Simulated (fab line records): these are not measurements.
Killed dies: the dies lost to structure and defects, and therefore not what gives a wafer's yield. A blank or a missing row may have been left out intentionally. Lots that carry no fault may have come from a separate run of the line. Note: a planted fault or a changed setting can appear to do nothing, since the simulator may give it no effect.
Struck lot and sound lot, side by side | flow n5 finfet | 40 steps out of a route of 1938
Sound: wafers L190.1, L190.2, L190.5. Struck: wafer L199.2 (L199.4, L199.6, from the same lot, were not struck and are left out); the cause is given at the end.
Each step with rows lists, per side, the tool, then ch with its chambers, then its first start. Under that, the readings that differ: sound wafers | struck wafers | difference of the means | sigmas: that difference in standard deviations of wafers without a fault.
alike: words and numbers the same on both sides, and readings whose means are apart by under 2 such deviations; not compared: readings that were withheld, readings missing a value for some wafer, numbers with overlapping values and no deviation given by the record, and bounds like >300 which may hide the same value.
Wherever a step has rows on one side only, a row that says differs or no value, or a row with sigmas, the two part there. When numbers do not overlap yet have no deviation, they are printed without sigmas and do not part them. Lack of a reading on every wafer of one side parts them only where that side has two or more wafers.

N5_BEOL_M11_OCD_MEAS_38:
  sound on ocd-02, day 10 04:44; struck on ocd-02, day 12 22:58
  alike: trench depth nm
then, 4 steps without rows for these wafers: N5_BEOL_M11_HM_STRIP_39 (strips TiN in peroxide tin strip, target depth 25 nm, time 158 s); N5_BEOL_M11_SRD_40 (time 30 s); N5_BEOL_M11_PRECLEAN_42 (cleans in residue remover, time 60 s); N5_BEOL_M11_SRD_43 (time 30 s).
N5_BEOL_M11_CD_MEAS_35: the cd target is 70 nm.
  sound on cd sem-03, day 10 04:53; struck on cd sem-03, day 12 23:07
  alike: cd nm
then, 4 steps without rows for these wafers: N5_BEOL_M11_CURE_72 (cures SiCOH lowk, time 120 s); N5_BEOL_M11_DEGAS_44 (time 60 s); N5_BEOL_M11_PRE_CLEAN_45 (time 30 s); N5_BEOL_M11_ALD_74 (deposits TaN, target thk 2 nm, pulse time 2 s, purge time 3 s).
N5_BEOL_M11_SURFACE_TREAT_76:
  sound on pvd sputter-02, day 10 05:40; struck on pvd sputter-02, day 13 00:46
  not compared: throttle valve pct
then, 1 step without rows for these wafers: N5_BEOL_M11_CVD_75 (deposits Co from CCTBA/H2, target thk 2 nm, time 138.9 s).
N5_BEOL_M11_SPUTTER_48: material Cu, target thk 12 nm, time 2 s.
  sound on pvd sputter-01, day 10 05:50; struck on pvd sputter-03, day 13 00:58
  alike: substrate temp c, throttle valve pct
then, 2 steps without rows for these wafers: N5_BEOL_M11_ECD_50 (material Cu, target thk 318 nm); N5_BEOL_M11_ANNEAL_51 (time 90 s).
N5_BEOL_M11_CMP_52: polishes, stops on SiCOH lowk, t overpolish 7 s, target thk 140 nm.
  sound on cmp-03 ch 1,3, day 10 07:01; struck on cmp-04 ch 0, day 13 01:31
  alike: barrier field endpoint s, motor current A, overpolish run s, time to endpoint s
then, 1 step without rows for these wafers: N5_BEOL_M11_PRE_CLEAN_55 (time 15 s).
N5_BEOL_M11_DEP_56: deposits SiCN from 3MS/NH3, target thk 30 nm, time 10.5 s.
  sound on pecvd-02 ch 0,2, day 10 07:20; struck on pecvd-02 ch 0, day 13 01:52
  alike: rf fwd power W, showerhead plenum p Torr, throttle valve pct
N5_BEOL_M11_RS_MEAS_57: the measuring method here is four-point-probe.
  sound on film metro-01, day 10 07:23; struck on film metro-01, day 13 01:56
  alike: M11_RS
N5_BEOL_M12_ILD_DEP_00: deposits SiOC from DEMS/O2, target thk 658.92 nm, time 130.7 s.
  sound on pecvd-02 ch 0,2, day 10 07:27; struck on pecvd-04 ch 2, day 13 01:59
  reading                | sound          | struck | difference | sigmas
  heater power w (W)     | 348 421 382    | 478    | +94        | +2
  throttle valve pct (%) | 11.5 11.3 11.3 | 12.4   | +1.0       | +3
  alike: rf fwd power W, showerhead plenum p Torr
N5_BEOL_M12_THK_MEAS_01:
  sound on film metro-01, day 10 07:35; struck on film metro-01, day 13 02:07
  alike: M12_ILD_THK
then, 8 steps without rows for these wafers: N5_BEOL_M12_COAT_58 (time 60 s, resist thk 89 nm); N5_BEOL_M12_COAT_04 (resist thk 400 nm); N5_BEOL_M12_EBR_06; N5_BEOL_M12_SOFTBAKE_05 (time 60 s); N5_BEOL_M12_EXPOSE_07 (exposes mask V11); N5_BEOL_M12_PEB_08 (peb time 90 s); N5_BEOL_M12_DEVELOP_09 (develop time 45 s); N5_BEOL_M12_HARDBAKE_14 (time 120 s).
N5_BEOL_M12_CD_MEAS_10: the cd target is 140 nm.
  sound on cd sem-02 ch 0, day 10 08:01; struck on cd sem-03 ch 0, day 13 02:33
  reading    | sound             | struck | difference | sigmas
  cd nm (nm) | 144.1 143.3 143.9 | 138.2  | -5.6       | -3
N5_BEOL_M12_OVL_MEAS_11:
  sound on overlay-02 ch 0, day 10 08:02; struck on overlay-01 ch 0, day 13 02:35
  alike: V11_OVL
then, 1 step without rows for these wafers: N5_BEOL_M12_DESCUM_15 (chemistry O2, time 7.9 s).
N5_BEOL_M12_ETCH_59: etches BARC in N2/H2, target depth 89 nm, overetch 26.7 nm, time 67.9 s.
  sound on rie diel-05 ch 0,1, day 10 08:09; struck on rie diel-05 ch 0, day 13 02:41
  alike: drypump motor current A, oes product au, rf fwd power W, rf vpp V, showerhead plenum p Torr, throttle valve pct
  not compared: rf hours counter h
then, 5 steps without rows for these wafers: N5_BEOL_M12_VIA_ETCH_16 (etches SiOC in C4F8/O2/Ar, target depth 724.8 nm); N5_BEOL_M12_STRIP_63 (strips in N2/H2); N5_BEOL_M12_STRIP_64 (strips in N2/H2); N5_BEOL_M12_STRIP_71 (strips in post etch residue remover, time 60 s); N5_BEOL_M12_SRD_72 (time 30 s, dry time 30 s).
N5_BEOL_M12_CD_MEAS_17: the cd target is 140 nm.
  sound on cd sem-02, day 10 08:40; struck on cd sem-01, day 13 03:09
  reading    | sound             | struck | difference | sigmas
  cd nm (nm) | 146.7 143.1 144.7 | 139.0  | -5.8       | -3
N5_PASSIVATION_PROBE_49:
  sound on prober-02, day 11 16:22; struck on prober-01, day 14 14:19
  reading                  | sound          | struck | difference | sigmas
  defect limited yield (%) | 91.2 89.7 93.6 | 82.2   | -9.3       | -6
  killed_at_M4_up          | 20 18 6        | 137    | +122       | +21
  killed dies              | 104 122 75     | 210    | +110       | +6
  sort_bin_5_function (%)  | 5.3 6.4 3.7    | 11.5   | +6.4       | +6
  sort n pass              | 1076 1058 1105 | 970    | -110       | -6
  sort yield pct (%)       | 91.2 89.7 93.6 | 82.2   | -9.3       | -6
  alike: killed_at_M0_to_M3, killed at contacts, killed at front end, killed at other, killed open, killed short, sort_bin_4_leakage, sort_bin_6_memory, sort_bin_8_speed

WHERE THEY PART
Earliest at N5_BEOL_M12_ILD_DEP_00; latest, in this record, at N5_PASSIVATION_PROBE_49.

WHY: the cause the simulator had injected
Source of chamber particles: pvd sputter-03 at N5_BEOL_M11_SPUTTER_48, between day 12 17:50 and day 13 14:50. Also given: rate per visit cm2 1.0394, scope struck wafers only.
